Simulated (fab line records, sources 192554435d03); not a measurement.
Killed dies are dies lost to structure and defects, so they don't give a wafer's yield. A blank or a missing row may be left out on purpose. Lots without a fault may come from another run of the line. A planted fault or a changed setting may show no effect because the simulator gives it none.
A struck lot beside a sound one | flow n5_finfet | 24 steps out of a route of 1938
Sound: wafers L408.1, L408.2, L408.3. Struck: wafers L405.2, L405.3, L405.5. The cause comes at the end.
At each step with rows: each side's tool, then ch and its chambers, then its first start. Under that, the readings that differ: sound wafers | struck wafers | difference of the means | sigmas: that difference in standard deviations of wafers without a fault.
alike: readings whose means differ by less than 2 such deviations, and words and numbers that are the same on both sides. not compared: withheld readings, readings that some wafer has no value for, bounds like >300 that may hide the same value, and numbers for which the record gives no deviation and whose values overlap.
The two part at a step that has a row with sigmas, a row that says differs or no value, or rows on one side only. Numbers that don't overlap but have no deviation are shown without sigmas and don't part them. A reading that every wafer of one side lacks parts them only if that side has two wafers or more.

first, 11 steps without rows for these wafers: N5_BEOL_M14_ETCH_59 (etches BARC in N2/H2, target depth 89 nm, overetch 26.7 nm, time 67.9 s); N5_BEOL_M14_VIA_ETCH_16 (etches SiO2 in C4F8/O2/Ar, target depth 1231.3 nm); N5_BEOL_M14_STRIP_63 (strips in O2); N5_BEOL_M14_STRIP_64 (strips in O2); N5_BEOL_M14_STRIP_71 (strips in post etch residue remover, time 60 s); N5_BEOL_M14_SRD_72 (time 30 s, dry time 30 s); N5_BEOL_M14_COAT_65 (time 60 s, resist thk 450 nm); N5_BEOL_M14_COAT_66 (time 60 s, resist thk 110 nm); N5_BEOL_M14_COAT_22 (resist thk 300 nm); N5_BEOL_M14_EBR_24; N5_BEOL_M14_SOFTBAKE_23 (time 60 s).
N5_BEOL_M14_EXPOSE_25: exposes mask M14, target cd 280 nm.
  sound on krf_scanner-01 ch 0, day 16 12:29; struck on krf_scanner-02 ch 0, day 15 15:44
  reading              | sound             | struck            | difference | sigmas
  exposure_dose_mJ_cm2 | 26.56 26.55 26.59 | 27.64 27.63 27.68 | +1.08      | +33
  alike: mask
then, 3 steps without rows for these wafers: N5_BEOL_M14_PEB_26 (peb time 90 s); N5_BEOL_M14_DEVELOP_27 (develop time 45 s); N5_BEOL_M14_HARDBAKE_32 (time 120 s).
N5_BEOL_M14_DESCUM_33: chemistry O2, time 7.9 s.
  sound on rie_diel-04 ch 1,2,3, day 16 12:45; struck on rie_diel-04 ch 2,3, day 15 16:05
  reading                   | sound             | struck            | difference | sigmas
  model.BEOL_M14.cd_nm (nm) | 285.8 285.4 288.6 | 295.8 289.4 289.2 | +4.9       |
  alike: chamber_pressure_mTorr, drypump_motor_current_A, o2_flow_sccm, oes_product_au, rf_vpp_V, showerhead_plenum_p_Torr, throttle_valve_pct
  not compared: rf_hours_counter_h
then, 6 steps without rows for these wafers: N5_BEOL_M14_ETCH_67 (etches SiARC in CF4, target depth 143 nm, time 238.3 s); N5_BEOL_M14_ETCH_68 (etches SOC in N2/H2, time 450 s); N5_BEOL_M14_STRIP_69 (strips in N2/H2); N5_BEOL_M14_TRENCH_ETCH_34 (etches SiO2 in C4F8/O2/Ar, target depth 556.65 nm, time 126.9 s); N5_BEOL_M14_STRIP_70 (strips in C4F8/O2/Ar); N5_BEOL_M14_STRIP_37 (strips in O2).
N5_BEOL_M14_ETCH_38: etches SiCN in CF4/N2, target depth 106.5 nm, time 120.6 s.
  sound on rie_diel-04 ch 0,1,3; struck on rie_diel-05 ch 1,2,3
  reading                   | sound           | struck          | difference | sigmas
  model.BEOL_M14.cd_nm (nm) | 283 281.4 281.2 | 287.6 283.8 284 | +3.3       |
  alike: chamber_pressure_mTorr, drypump_motor_current_A, mfc_ar_sccm, oes_product_au, rf_vpp_V, showerhead_plenum_p_Torr, throttle_valve_pct
  not compared: rf_hours_counter_h
then, 1 step without rows for these wafers: N5_BEOL_M14_PRECLEAN_39 (cleans in residue remover, time 60 s).

WHERE THEY PART
Only at N5_BEOL_M14_EXPOSE_25, within this record. Later steps at which nothing parts them and some readings are alike: N5_BEOL_M14_DESCUM_33, N5_BEOL_M14_ETCH_38.

WHY: what the simulator had put in
Process parameter drift: krf_scanner-02, from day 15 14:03 on, at N5_BEOL_M14_EXPOSE_25. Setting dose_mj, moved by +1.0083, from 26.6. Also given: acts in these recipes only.
